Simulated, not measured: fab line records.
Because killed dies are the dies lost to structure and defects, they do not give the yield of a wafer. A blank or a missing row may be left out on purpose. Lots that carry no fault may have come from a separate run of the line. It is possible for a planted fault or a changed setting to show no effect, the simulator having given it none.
A struck lot beside a sound one | flow n5 finfet | 27 steps out of a route of 1938
Sound: wafers L277.2, L277.5, L277.6. Struck: wafer L269.2 (left out: L269.3, L269.6 of the same lot, which were not struck); the cause appears at the end.
Each step with rows lists, per side, the tool, then ch with its chambers, then its first start. Under that, the readings that differ: sound wafers | struck wafers | difference of the means | sigmas: that difference in standard deviations of wafers without a fault.
alike: readings whose means differ by less than 2 such deviations, and words and numbers that are the same on both sides. not compared: withheld readings, readings that some wafer has no value for, bounds like >300 that may hide the same value, and numbers for which the record gives no deviation and whose values overlap.
The two part at a step that has a row with sigmas, a row that says differs or no value, or rows on one side only. Numbers that don't overlap but have no deviation are shown without sigmas and don't part them. Lack of a reading on every wafer of one side parts them only where that side has two or more wafers.

first, 9 steps without rows for these wafers: N5_MIM_BOT_LITHO_EBR_04; N5_MIM_BOT_LITHO_SOFTBAKE_03 (time 90 s); N5_MIM_BOT_LITHO_EXPOSE_05 (exposes mask MIM BOT); N5_MIM_BOT_LITHO_PEB_06; N5_MIM_BOT_LITHO_DEVELOP_07 (develop time 60 s); N5_MIM_BOT_LITHO_HARDBAKE_09 (time 120 s); N5_MIM_BOT_LITHO_DESCUM_10 (chemistry O2, time 7.9 s); N5_MIM_BOT_ETCH_ETCH_04 (etches SiNx in CF4/O2, target depth 26 nm, time 13 s); N5_MIM_BOT_ETCH_ETCH_03 (etches the open film in Cl2/BCl3, target depth 12 nm).
N5_MIM_BOT_ETCH_ETCH_00: etches TiN in Cl2/BCl3, target depth 45.5 nm.
  sound on rie metal-01 ch 0,1, day 19 05:41; struck on rie metal-01 ch 0, day 15 17:05
  alike: bcl3 flow sccm, bias w, drypump motor current A, oes product au, throttle valve pct
  not compared: rf hours counter h
then, 14 steps without rows for these wafers: N5_MIM_BOT_ETCH_STRIP_01 (strips in O2); N5_MIM_BOT_ETCH_STRIP_02 (strips in post etch residue remover, time 1200 s); N5_MIM_BOT_ETCH_CLEAN_05 (cleans in IPA, time 180 s); N5_MIM_BOT_ETCH_SRD_06 (time 30 s); N5_PASSIVATION_PECVD_55 (deposits SiO2 from SiH4/N2O, target thk 400 nm, time 22.5 s); N5_PASSIVATION_PECVD_01 (deposits SiNx from SiH4/NH3/N2, target thk 200 nm, time 43.2 s); N5_PASSIVATION_HMDS_03 (time 60 s); N5_PASSIVATION_COAT_04; N5_PASSIVATION_EBR_06; N5_PASSIVATION_SOFTBAKE_05 (time 90 s); N5_PASSIVATION_EXPOSE_07 (exposes mask TV, defocus 0 nm, target cd 3000 nm); N5_PASSIVATION_PEB_08; N5_PASSIVATION_DEVELOP_09 (develop time 60 s); N5_PASSIVATION_HARDBAKE_11 (time 120 s).
N5_PASSIVATION_INSPECT_61: inspects for defects (macro).
  sound on defect inspect-02, day 19 11:26; struck on defect inspect-01, day 15 21:30
  reading          | sound | struck | difference | sigmas
  raw defect count | 0 6 1 | >300   | differs    |
then, 1 step without rows for these wafers: N5_PASSIVATION_DESCUM_12 (chemistry O2, time 7.9 s).
N5_PASSIVATION_PROBE_49:
  the record has rows for the struck wafers here (prober-01, day 16 04:55) and none for the sound ones

== WHERE THEY PART ==
First at N5_PASSIVATION_INSPECT_61; last, within this record, at N5_PASSIVATION_PROBE_49.

WHY: what the simulator had put in
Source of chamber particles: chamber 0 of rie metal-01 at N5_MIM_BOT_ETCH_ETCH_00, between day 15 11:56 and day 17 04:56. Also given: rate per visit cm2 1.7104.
